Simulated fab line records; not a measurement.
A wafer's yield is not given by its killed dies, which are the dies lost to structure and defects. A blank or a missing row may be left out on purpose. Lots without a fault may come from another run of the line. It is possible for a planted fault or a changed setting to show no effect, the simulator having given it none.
Split-lot trial || flow n5_finfet || route with 1938 steps; 7 lots, 21 wafers read

== THE SPLIT ==
At N5_BEOL_M7_TRENCH_ETCH_37 (etches SiCOH lowk in C4F6/O2, target depth 93.478 nm, time 31.2 s), the setting source_w was moved away from the recipe's 345 W on 5 of the 21 wafers read, by -15.8% to +11.4%. The other wafers ran this setting at the recipe's value.

The split's own step is where the reading is taken.

== THE READING ==
rf_vpp_V, in V, at N5_BEOL_M7_TRENCH_ETCH_37 (etches SiCOH lowk in C4F6/O2, target depth 93.478 nm, time 31.2 s). A value of 664 V with a standard deviation of 5.5 V is what fault-free wafers of this fab line usually give.

{"wafer": "L074.4", "tool, chamber at the split": "rie_diel-02, 2", "source_w as run, W": 345, "against the recipe": "recipe", "rf_vpp_V, V": 664, "against lot-mates on the recipe": "-"}
{"wafer": "L074.5", "tool, chamber at the split": "rie_diel-02, 2", "source_w as run, W": 345, "against the recipe": "recipe", "rf_vpp_V, V": 663, "against lot-mates on the recipe": "-"}
{"wafer": "L074.6", "tool, chamber at the split": "rie_diel-02, 3", "source_w as run, W": 345, "against the recipe": "recipe", "rf_vpp_V, V": 659, "against lot-mates on the recipe": "-"}
{"wafer": "L075.2", "tool, chamber at the split": "rie_diel-02, 2", "source_w as run, W": 384.3, "against the recipe": "+11.4%", "rf_vpp_V, V": 627, "against lot-mates on the recipe": -33}
{"wafer": "L075.3", "tool, chamber at the split": "rie_diel-02, 3", "source_w as run, W": 345, "against the recipe": "recipe", "rf_vpp_V, V": 660, "against lot-mates on the recipe": "-"}
{"wafer": "L075.6", "tool, chamber at the split": "rie_diel-02, 0", "source_w as run, W": 384.3, "against the recipe": "+11.4%", "rf_vpp_V, V": 625, "against lot-mates on the recipe": -35}
{"wafer": "L076.3", "tool, chamber at the split": "rie_diel-01, 0", "source_w as run, W": 345, "against the recipe": "recipe", "rf_vpp_V, V": 652, "against lot-mates on the recipe": "-"}
{"wafer": "L076.5", "tool, chamber at the split": "rie_diel-01, 0", "source_w as run, W": 345, "against the recipe": "recipe", "rf_vpp_V, V": 655, "against lot-mates on the recipe": "-"}
{"wafer": "L076.6", "tool, chamber at the split": "rie_diel-01, 3", "source_w as run, W": 345, "against the recipe": "recipe", "rf_vpp_V, V": 671, "against lot-mates on the recipe": "-"}
{"wafer": "L080.1", "tool, chamber at the split": "rie_diel-01, 3", "source_w as run, W": 345, "against the recipe": "recipe", "rf_vpp_V, V": 673, "against lot-mates on the recipe": "-"}
{"wafer": "L080.5", "tool, chamber at the split": "rie_diel-01, 2", "source_w as run, W": 306.6, "against the recipe": "-11.1%", "rf_vpp_V, V": 706, "against lot-mates on the recipe": "+40"}
{"wafer": "L080.6", "tool, chamber at the split": "rie_diel-01, 1", "source_w as run, W": 345, "against the recipe": "recipe", "rf_vpp_V, V": 660, "against lot-mates on the recipe": "-"}
{"wafer": "L085.3", "tool, chamber at the split": "rie_diel-01, 0", "source_w as run, W": 345, "against the recipe": "recipe", "rf_vpp_V, V": 654, "against lot-mates on the recipe": "-"}
{"wafer": "L085.4", "tool, chamber at the split": "rie_diel-01, 2", "source_w as run, W": 290.6, "against the recipe": "-15.8%", "rf_vpp_V, V": 726, "against lot-mates on the recipe": "+68"}
{"wafer": "L085.5", "tool, chamber at the split": "rie_diel-01, 1", "source_w as run, W": 345, "against the recipe": "recipe", "rf_vpp_V, V": 661, "against lot-mates on the recipe": "-"}
{"wafer": "L086.1", "tool, chamber at the split": "rie_diel-01, 3", "source_w as run, W": 345, "against the recipe": "recipe", "rf_vpp_V, V": 672, "against lot-mates on the recipe": "-"}
{"wafer": "L086.2", "tool, chamber at the split": "rie_diel-01, 1", "source_w as run, W": 345, "against the recipe": "recipe", "rf_vpp_V, V": 662, "against lot-mates on the recipe": "-"}
{"wafer": "L086.5", "tool, chamber at the split": "rie_diel-01, 2", "source_w as run, W": 345, "against the recipe": "recipe", "rf_vpp_V, V": 665, "against lot-mates on the recipe": "-"}
{"wafer": "L097.3", "tool, chamber at the split": "rie_diel-04, 1", "source_w as run, W": 380.4, "against the recipe": "+10.3%", "rf_vpp_V, V": 626, "against lot-mates on the recipe": -42}
{"wafer": "L097.5", "tool, chamber at the split": "rie_diel-04, 2", "source_w as run, W": 345, "against the recipe": "recipe", "rf_vpp_V, V": 663, "against lot-mates on the recipe": "-"}
{"wafer": "L097.6", "tool, chamber at the split": "rie_diel-04, 3", "source_w as run, W": 345, "against the recipe": "recipe", "rf_vpp_V, V": 674, "against lot-mates on the recipe": "-"}

THE FIT
A straight line over all 21 wafers: rf_vpp_V changes by -3.66 V for each +1% of source_w; r = -0.96; the points scatter about the line by 6.2 V.
The same after taking each lot's own level away (the mean of its wafers on the recipe; 21 wafers): -3.71 V for each +1%; r = -0.97; scatter 6 V.
On that fit, the largest move of source_w shifts the reading by 59 V.
Measured against the standard deviation above, the lots' own levels, which go from 657.5 to 668.5 V, span 2.0 times it.
Consequently the slope shifts little with the lot-to-lot level, the two slopes agreeing.
Check: +53.5 V against its lot-mates is what the line predicts for one of the wafers moved furthest among these (-15.8%) when that wafer is left out of the fit. It came out at +68.5 V against them.
Tool readings at the split's step, against how far the setting was moved: rf_vpp_V r = -0.96.

== THE OTHER SPLITS THESE WAFERS WENT THROUGH ==
Before the reading, these wafers also passed through other splits. Each is held against what the fit with the lots' levels taken away leaves over:
{"other split on the same wafers": "N5_BEOL_M1_COAT_62 spin_rpm", "wafers away from the commonest value": 5, "r with rf_vpp_V (lot level and that fit taken away)": "+0.29"}
{"other split on the same wafers": "N5_BEOL_M2_SPUTTER_86 time_s", "wafers away from the commonest value": 5, "r with rf_vpp_V (lot level and that fit taken away)": "+0.06"}
{"other split on the same wafers": "N5_BEOL_M3_SPUTTER_48 time_s", "wafers away from the commonest value": 5, "r with rf_vpp_V (lot level and that fit taken away)": -0.18}
{"other split on the same wafers": "N5_BEOL_M5_COAT_66 spin_rpm", "wafers away from the commonest value": 8, "r with rf_vpp_V (lot level and that fit taken away)": -0.17}
{"other split on the same wafers": "N5_BEOL_M5_COAT_22 spin_rpm", "wafers away from the commonest value": 4, "r with rf_vpp_V (lot level and that fit taken away)": -0.22}
{"other split on the same wafers": "N5_BEOL_M6_ETCH_62 time_s", "wafers away from the commonest value": 7, "r with rf_vpp_V (lot level and that fit taken away)": -0.15}
{"other split on the same wafers": "N5_BEOL_M6_ETCH_66 bias_w", "wafers away from the commonest value": 9, "r with rf_vpp_V (lot level and that fit taken away)": "+0.14"}
{"other split on the same wafers": "N5_BEOL_M6_TRENCH_ETCH_37 time_s", "wafers away from the commonest value": 9, "r with rf_vpp_V (lot level and that fit taken away)": "+0.11"}
{"other split on the same wafers": "N5_BEOL_M7_ETCH_66 bias_w", "wafers away from the commonest value": 6, "r with rf_vpp_V (lot level and that fit taken away)": "+0.32"}

== THE FILE'S OWN FIT ==
rf_vpp_V changes by -3.86 V for each +1% of source_w, r = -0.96.
